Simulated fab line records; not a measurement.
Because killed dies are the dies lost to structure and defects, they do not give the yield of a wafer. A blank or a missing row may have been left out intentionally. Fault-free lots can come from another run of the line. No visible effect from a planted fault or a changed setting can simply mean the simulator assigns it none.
Split-lot study ; flow n5_finfet ; route with 1938 steps; 7 lots, 39 wafers read

== THE SPLIT ==
At N5_PMOS_HMC_CHANNEL_EPI_DEVELOP_08 (develop time 30 s), the setting develop_time_s was moved away from the recipe's 30 s on 12 of the 39 wafers read, by -54.6% to +47.3%. For the rest of the wafers, this setting stayed at what the recipe calls for.

Between the split and the reading, the file records no step.

== THE READING ==
Shown in nm: cd_nm at N5_PMOS_HMC_CHANNEL_EPI_CD_MEAS_09, with target cd 237.4 nm. A value of 238.1 nm with a standard deviation of 1.3 nm is what fault-free wafers of this fab line usually give.

wafer;tool, chamber at the split;develop_time_s as run, s;against the recipe;cd_nm, nm;against lot-mates on the recipe
L075.1;litho_track-05, 0;30;recipe;237.4;-
L075.2;litho_track-05, 0;30;recipe;237.3;-
L075.3;litho_track-05, 0;30;recipe;237.3;-
L075.4;litho_track-05, 0;30;recipe;237.8;-
L075.5;litho_track-05, 0;30;recipe;236.1;-
L075.6;litho_track-05, 0;30;recipe;236.6;-
L077.1;litho_track-04, 0;30;recipe;238.1;-
L077.2;litho_track-04, 0;30;recipe;237.8;-
L077.3;litho_track-04, 0;42.58;+41.9%;240.2;+2.7
L077.4;litho_track-04, 0;42.58;+41.9%;239.0;+1.5
L077.5;litho_track-04, 0;42.58;+41.9%;239.9;+2.4
L077.6;litho_track-04, 0;30;recipe;236.5;-
L081.1;litho_track-05, 0;30;recipe;237.4;-
L081.2;litho_track-05, 0;44.19;+47.3%;242.0;+4.5
L081.3;litho_track-05, 0;44.19;+47.3%;242.3;+4.8
L081.4;litho_track-05, 0;30;recipe;238.0;-
L081.5;litho_track-05, 0;30;recipe;237.2;-
L081.6;litho_track-05, 0;44.19;+47.3%;241.7;+4.2
L082.1;litho_track-02, 0;30;recipe;236.6;-
L082.4;litho_track-02, 0;30;recipe;237.2;-
L082.6;litho_track-02, 0;30;recipe;238.1;-
L084.1;litho_track-04, 0;21.31;-29.0%;235.5;-2.5
L084.2;litho_track-04, 0;21.31;-29.0%;236.6;-1.4
L084.3;litho_track-04, 0;30;recipe;237.4;-
L084.4;litho_track-04, 0;30;recipe;237.9;-
L084.5;litho_track-04, 0;30;recipe;238.7;-
L084.6;litho_track-04, 0;21.31;-29.0%;235.4;-2.6
L085.1;litho_track-02, 0;30;recipe;237.8;-
L085.2;litho_track-02, 0;30;recipe;240.3;-
L085.3;litho_track-02, 0;30;recipe;238.8;-
L085.4;litho_track-02, 0;30;recipe;240.2;-
L085.5;litho_track-02, 0;30;recipe;237.7;-
L085.6;litho_track-02, 0;30;recipe;237.9;-
L097.1;litho_track-04, 0;30;recipe;238.7;-
L097.2;litho_track-04, 0;30;recipe;239.3;-
L097.3;litho_track-04, 0;13.61;-54.6%;233.1;-5.7
L097.4;litho_track-04, 0;13.61;-54.6%;232.6;-6.2
L097.5;litho_track-04, 0;30;recipe;238.4;-
L097.6;litho_track-04, 0;13.61;-54.6%;233.6;-5.2

THE FIT
A straight line over all 39 wafers: cd_nm changes by +0.0757 nm for each +1% of develop_time_s; r = +0.89; the points scatter about the line by 0.99 nm.
The same after taking each lot's own level away (the mean of its wafers on the recipe; 39 wafers): +0.0869 nm for each +1%; r = +0.94; scatter 0.81 nm.
The reading moves by 4.7 nm for the largest change in develop_time_s, on that fit.
The lots' own levels span 237.08 to 238.80 nm, that is 1.3 times the standard deviation above.
So the slope is not independent of the lot-to-lot level: the two fits are not the same.
Check: -4.73 nm against its lot-mates is what the line predicts for one of the wafers moved furthest among these (-54.6%) when that wafer is left out of the fit. Against them it came out at -5.7 nm.

== FURTHER SPLITS ON THESE WAFERS ==
These wafers also went through other splits before the reading. Each is held against what the fit with the lots' levels taken away leaves over:
other split on the same wafers;wafers away from the commonest value;r with cd_nm (lot level and that fit taken away)
N5_ZERO_LAYER_PECVD_02 time_s;6;+0.15

== THE WHOLE CHAIN: every reading that the file lists as answering this split, in the file's order ==
step;what it does;reading;change (the file's fit);r (the file's)
N5_PMOS_HMC_CHANNEL_EPI_CD_MEAS_09;target cd 237.4 nm;cd_nm;+0.0869 nm for each +1% of the setting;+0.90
N5_PMOS_HMC_CHANNEL_EPI_DESCUM_14;chemistry O2, time 7.9 s;PMOS_HMC_CHANNEL_EPI.cd_nm (the simulator's own value, which no gauge read);+0.089 nm for each +1% of the setting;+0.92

== FILE'S OWN FIT ==
cd_nm changes by +0.0869 nm for each +1% of develop_time_s, r = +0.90.
